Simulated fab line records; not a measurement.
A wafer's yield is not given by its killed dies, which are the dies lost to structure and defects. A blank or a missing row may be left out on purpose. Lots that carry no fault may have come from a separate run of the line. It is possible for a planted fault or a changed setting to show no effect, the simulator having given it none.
What tool caused it? + flow nand_harc + 15 lots with 44 wafers sampled at 6 steps, on a route of 1302 steps

WHAT EACH GAUGE READ, for each wafer
NHARC_P_BONDPAD_INSPECT_23.
| lot  | measured     | on                | raw_defect_count |
|------|--------------|-------------------|------------------|
| L793 | day 6 18:05  | defect_inspect-02 | 585 878 244      |
| L794 | day 7 01:38  | defect_inspect-01 | 271 272 255      |
| L796 | day 7 18:51  | defect_inspect-02 | 287 292 418      |
| L801 | day 9 22:16  | defect_inspect-01 | 249 283          |
| L803 | day 10 17:55 | defect_inspect-01 | 298 275 234      |
| L804 | day 11 05:32 | defect_inspect-01 | 264 352 182      |
| L806 | day 12 17:34 | defect_inspect-02 | 205 238 217      |
| L808 | day 13 00:59 | defect_inspect-01 | 466 245 282      |
| L810 | day 14 02:51 | defect_inspect-01 | 396 314 363      |
| L811 | day 14 03:24 | defect_inspect-02 | 191 230 285      |
| L812 | day 14 14:59 | defect_inspect-01 | 300 243 477      |
| L813 | day 15 02:57 | defect_inspect-01 | 397 448 357      |
| L814 | day 15 08:20 | defect_inspect-02 | 402 223 315      |
| L815 | day 16 03:25 | defect_inspect-01 | 239 160 252      |
| L816 | day 16 10:02 | defect_inspect-01 | 330 415 417      |

NHARC_A_START_INSPECT_01.
| lot  | measured     | on                | raw_defect_count |
|------|--------------|-------------------|------------------|
| L793 | day 6 18:32  | defect_inspect-02 | 6 2 4            |
| L794 | day 7 02:08  | defect_inspect-02 | 3 1 3            |
| L796 | day 7 19:19  | defect_inspect-01 | 4 5 2            |
| L801 | day 9 22:44  | defect_inspect-02 | 6 1              |
| L803 | day 10 18:24 | defect_inspect-01 | 0 5 3            |
| L804 | day 11 06:01 | defect_inspect-02 | 4 5 3            |
| L806 | day 12 18:02 | defect_inspect-01 | 7 3 4            |
| L808 | day 13 01:27 | defect_inspect-02 | 2 3 3            |
| L810 | day 14 03:19 | defect_inspect-01 | 6 9 2            |
| L811 | day 14 03:52 | defect_inspect-02 | 2 4 4            |
| L812 | day 14 15:27 | defect_inspect-01 | 3 4 4            |
| L813 | day 15 03:25 | defect_inspect-02 | 1 3 4            |
| L814 | day 15 08:48 | defect_inspect-01 | 2 5 2            |
| L815 | day 16 03:53 | defect_inspect-02 | 2 4 2            |
| L816 | day 16 10:30 | defect_inspect-01 | 4 5 4            |

NHARC_A_SOURCE_PLATE_INSPECT_08.
| lot  | measured     | on                | raw_defect_count |
|------|--------------|-------------------|------------------|
| L793 | day 7 21:20  | defect_inspect-01 | 41 44 61         |
| L794 | day 8 00:55  | defect_inspect-02 | 40 44 52         |
| L796 | day 8 16:30  | defect_inspect-01 | 76 35 47         |
| L801 | day 10 20:13 | defect_inspect-01 | 71 46            |
| L803 | day 11 16:31 | defect_inspect-01 | 109 70 101       |
| L804 | day 12 03:51 | defect_inspect-02 | 83 66 71         |
| L806 | day 13 16:06 | defect_inspect-01 | 184 68 193       |
| L808 | day 14 03:07 | defect_inspect-02 | 132 64 70        |
| L810 | day 15 02:16 | defect_inspect-01 | 52 57 67         |
| L811 | day 15 02:15 | defect_inspect-02 | 22 29 36         |
| L812 | day 15 15:07 | defect_inspect-01 | 40 28 40         |
| L813 | day 16 01:30 | defect_inspect-02 | 120 102 104      |
| L814 | day 16 09:27 | defect_inspect-02 | 143 120 92       |
| L815 | day 17 01:38 | defect_inspect-02 | 33 36 60         |
| L816 | day 17 16:52 | defect_inspect-01 | 46 29 46         |

NHARC_A_ONON_D1_THK_MEAS_14: measures by ellipsometry.
| lot  | measured     | on            | thk_nm (nm)    |
|------|--------------|---------------|----------------|
| L793 | day 8 00:12  | film_metro-01 | 1012 1012 1011 |
| L794 | day 8 03:45  | film_metro-01 | 996 993 993    |
| L796 | day 8 19:20  | film_metro-01 | 1000 1000 999  |
| L801 | day 10 23:03 | film_metro-01 | 991 944        |
| L803 | day 11 19:23 | film_metro-01 | 1004 959 957   |
| L804 | day 12 06:43 | film_metro-01 | 1011 965 1009  |
| L806 | day 13 18:57 | film_metro-02 | 1010 1010 1010 |
| L808 | day 14 05:59 | film_metro-01 | 994 995 993    |
| L810 | day 15 05:06 | film_metro-02 | 1017 1015 1017 |
| L811 | day 15 05:06 | film_metro-01 | 1001 1002 1001 |
| L812 | day 15 17:57 | film_metro-02 | 992 994 993    |
| L813 | day 16 04:20 | film_metro-01 | 1008 1005 1007 |
| L814 | day 16 12:17 | film_metro-02 | 975 976 973    |
| L815 | day 17 04:28 | film_metro-01 | 1025 1027 1026 |
| L816 | day 17 19:42 | film_metro-01 | 995 997 997    |

NHARC_END_SORT_01.
| lot  | measured     | on        | killed_at_array | killed_at_other | killed_at_periphery | killed_dies | killed_open | killed_short |
|------|--------------|-----------|-----------------|-----------------|---------------------|-------------|-------------|--------------|
| L793 | day 25 04:41 | prober-01 | 27 25 19        | 0 0 0           | 2 1 4               | 29 26 23    | 6 4 6       | 5 4 1        |
| L794 | day 24 21:14 | prober-02 | 56 57 58        | 2 0 0           | 1 1 2               | 59 58 60    | 0 0 2       | 1 0 3        |
| L796 | day 25 12:25 | prober-02 | 54 62 56        | 2 0 3           | 1 3 1               | 57 65 60    | 1 4 2       | 1 2 2        |
| L803 | day 28 10:25 | prober-02 | 40 44 45        | 0 0 0           | 10 8 9              | 50 52 54    | 5 4 3       | 3 4 4        |
| L804 | day 28 17:21 | prober-02 | 59 63 44        | 3 1 3           | 9 9 4               | 71 73 51    | 8 3 0       | 3 3 4        |
| L806 | day 30 09:39 | prober-01 | 48 67 90        | 0 0 1           | 0 4 3               | 48 71 94    | 1 5 4       | 2 4 4        |
| L808 | day 30 10:25 | prober-02 | 69 61 69        | 1 0 0           | 0 3 0               | 70 64 69    | 1 3 2       | 1 3 0        |
| L810 | day 31 22:51 | prober-02 | 53 68 76        | 0 0 0           | 6 6 6               | 59 74 82    | 4 3 3       | 3 0 4        |
| L811 | day 31 22:04 | prober-01 | 46 32 46        | 2 3 1           | 7 3 2               | 55 38 49    | 2 2 1       | 1 2 1        |
| L812 | day 32 08:39 | prober-01 | 69 58 56        | 1 2 3           | 0 1 1               | 70 61 60    | 0 3 8       | 5 5 2        |
| L813 | day 32 21:13 | prober-02 | 28 33 22        | 1 1 1           | 2 2 0               | 31 36 23    | 5 6 3       | 3 3 3        |
| L814 | day 33 07:14 | prober-01 | 46 45 46        | 2 3 2           | 6 2 6               | 54 50 54    | 5 3 7       | 2 1 5        |
| L815 | day 33 23:38 | prober-02 | 80 59 67        | 1 1 1           | 4 3 1               | 85 63 69    | 2 6 3       | 4 5 3        |
| L816 | day 34 08:59 | prober-01 | 36 22 43        | 0 0 2           | 11 8 9              | 47 30 54    | 3 3 3       | 2 0 4        |

WHICH TOOL RAN EACH LOT (tool, then ch and the chambers of the sampled wafers, then the start)
| lot  | NHARC_A_ONON_D1_DEP_12           |
|------|----------------------------------|
| L793 | pecvd_onon-03 ch 0, day 7 23:41  |
| L794 | pecvd_onon-04 ch 0, day 8 03:18  |
| L796 | pecvd_onon-03 ch 0, day 8 18:50  |
| L801 | pecvd_onon-04 ch 0, day 10 22:36 |
| L803 | pecvd_onon-04 ch 0, day 11 18:59 |
| L804 | pecvd_onon-04 ch 0, day 12 06:16 |
| L806 | pecvd_onon-01 ch 0, day 13 18:29 |
| L808 | pecvd_onon-01 ch 0, day 14 05:35 |
| L810 | pecvd_onon-04 ch 0, day 15 04:39 |
| L811 | pecvd_onon-03 ch 0, day 15 04:35 |
| L812 | pecvd_onon-03 ch 0, day 15 17:26 |
| L813 | pecvd_onon-01 ch 0, day 16 03:49 |
| L814 | pecvd_onon-01 ch 0, day 16 11:53 |
| L815 | pecvd_onon-01 ch 0, day 17 04:05 |
| L816 | pecvd_onon-03 ch 0, day 17 19:19 |
- NHARC_A_ONON_D1_DEP_12: target thk 1000 nm.

WHAT THE TOOLS THEMSELVES READ (means of the sampled wafers that have a number; where no wafer has one, the mark that the record gives instead)
NHARC_A_ONON_D1_DEP_12.
| lot  | tool          | nh3_flow_sccm (sccm) |
|------|---------------|----------------------|
| L793 | pecvd_onon-03 | 500.7                |
| L794 | pecvd_onon-04 | 500.3                |
| L796 | pecvd_onon-03 | 500.5                |
| L801 | pecvd_onon-04 | 498.2                |
| L803 | pecvd_onon-04 | 497.5                |
| L804 | pecvd_onon-04 | 499.5                |
| L806 | pecvd_onon-01 | 498.6                |
| L808 | pecvd_onon-01 | 499.8                |
| L810 | pecvd_onon-04 | 498.9                |
| L811 | pecvd_onon-03 | 499.8                |
| L812 | pecvd_onon-03 | 499.0                |
| L813 | pecvd_onon-01 | 499.9                |
| L814 | pecvd_onon-01 | 499.1                |
| L815 | pecvd_onon-01 | 501.5                |
| L816 | pecvd_onon-03 | 499.2                |

THE ANSWER, worked out from the rows above alone
Rule: what is usual is taken from the lots themselves. Put in order of their means at a reading, lots are off if they are a third of the lots or fewer, leave a main group of 4 or more, and stand apart from it by a gap of 3 or more times the standard deviation of the main group's means; of several such gaps the widest counts. A main group is skipped when, at the precision printed for the reading in the tables above, its means are all equal. A lot without any number at a reading at which 4 lots or more have one is off too. Where the step has rows for the other lots, those lots are counted as sound. After the gauges, taken in route order, come the tools' own readings; for these a lot's mean is taken, as printed above. The first step at which some lot is off is used, and at that step the reading that is off furthest; a lot without a number counts as furthest.
Nothing can be told from this: no lot is off at any reading shown.

WHAT THE SIMULATOR HAD INSERTED
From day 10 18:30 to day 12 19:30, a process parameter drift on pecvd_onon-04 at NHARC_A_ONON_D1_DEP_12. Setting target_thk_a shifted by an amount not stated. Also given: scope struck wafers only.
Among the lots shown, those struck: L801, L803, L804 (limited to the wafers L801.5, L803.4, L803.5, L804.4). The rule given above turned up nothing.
